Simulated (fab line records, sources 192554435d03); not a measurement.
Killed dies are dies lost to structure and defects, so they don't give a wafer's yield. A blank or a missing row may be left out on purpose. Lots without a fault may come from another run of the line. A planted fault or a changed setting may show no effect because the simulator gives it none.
Chamber matching | flow n5_finfet | N5_GATE_CUT_DESCUM_18 on rie_diel-03: 4 sister chambers
The step chemistry O2, time 7 s. 24 wafers are shown with their chamber, then 12 later ones without.

WAFERS WITH THEIR CHAMBER
wafer  | chamber | drypump_motor_current_A (A) | showerhead_plenum_p_Torr (Torr) | throttle_valve_pct (%)
L074.1 | 3       | 6.3                         | 2.07                            | 20.98
L074.3 | 1       | 6.1                         | 2.11                            | 20.60
L074.5 | 2       | 6.2                         | 2.17                            | 20.53
L077.1 | 2       | 6.1                         | 2.17                            | 20.52
L077.4 | 1       | 6.0                         | 2.11                            | 20.64
L077.6 | 0       | 4.9                         | 2.02                            | 20.73
L078.2 | 2       | 6.1                         | 2.17                            | 20.56
L078.4 | 3       | 6.3                         | 2.07                            | 21.00
L078.6 | 0       | 4.9                         | 2.02                            | 20.74
L080.1 | 3       | 6.3                         | 2.07                            | 20.98
L080.3 | 1       | 6.0                         | 2.11                            | 20.63
L080.5 | 3       | 6.3                         | 2.07                            | 20.99
L082.1 | 0       | 4.9                         | 2.02                            | 20.74
L082.4 | 3       | 6.3                         | 2.07                            | 21.00
L082.5 | 0       | 4.9                         | 2.02                            | 20.75
L085.2 | 1       | 6.1                         | 2.10                            | 20.64
L085.5 | 2       | 6.1                         | 2.16                            | 20.56
L085.6 | 1       | 6.0                         | 2.10                            | 20.63
L087.2 | 0       | 4.9                         | 2.02                            | 20.76
L087.3 | 1       | 6.1                         | 2.10                            | 20.66
L087.6 | 1       | 6.1                         | 2.10                            | 20.64
L090.3 | 0       | 4.9                         | 2.01                            | 20.77
L090.4 | 3       | 6.3                         | 2.07                            | 20.63
L090.6 | 0       | 4.9                         | 2.01                            | 20.77

SIGNATURES (means of the wafers above)
reading                  | chamber 0 | chamber 1 | chamber 2 | chamber 3 | scatter within a chamber
drypump_motor_current_A  | 4.900     | 6.057     | 6.125     | 6.300     | 0.0351
showerhead_plenum_p_Torr | 2.0171    | 2.1043    | 2.1675    | 2.0700    | 0.00441
throttle_valve_pct       | 20.7514   | 20.6343   | 20.5425   | 20.9300   | 0.0752
Rule: a wafer's distance from a chamber is the root of the sum, over the readings, of the square of ((its reading less the chamber's mean) divided by the reading's scatter). The wafer belongs to the nearest chamber; if the next one is less than 2 further off, it can't be placed. The scatter: the root of (the sum of the squares of (reading less its chamber's mean) over the shown wafers, divided by (wafers less chambers)).

WAFERS WITHOUT THEIR CHAMBER
wafer  | drypump_motor_current_A (A) | showerhead_plenum_p_Torr (Torr) | throttle_valve_pct (%)
L091.2 | 6.3                         | 2.06                            | 20.61
L091.5 | 6.3                         | 2.06                            | 20.63
L091.6 | 4.9                         | 2.01                            | 20.78
L094.3 | 6.3                         | 2.06                            | 20.64
L094.5 | 6.1                         | 2.15                            | 20.59
L094.6 | 6.0                         | 2.09                            | 20.68
L096.1 | 6.0                         | 2.09                            | 20.69
L096.2 | 6.3                         | 2.06                            | 20.64
L096.5 | 6.3                         | 2.06                            | 20.65
L097.3 | 6.3                         | 2.06                            | 20.66
L097.4 | 6.3                         | 2.06                            | 20.66
L097.5 | 4.9                         | 2.01                            | 20.80

WHICH CHAMBER EACH WENT THROUGH
wafer  | from the rows above | in truth
L091.2 | 3                   | 3
L091.5 | 3                   | 3
L091.6 | 0                   | 0
L094.3 | 3                   | 3
L094.5 | 2                   | 2
L094.6 | 1                   | 1
L096.1 | 1                   | 1
L096.2 | 3                   | 3
L096.5 | 3                   | 3
L097.3 | 3                   | 3
L097.4 | 3                   | 3
L097.5 | 0                   | 0
Placed correctly: 12 of 12. Can't be placed from these rows: 0. Placed wrongly: 0.
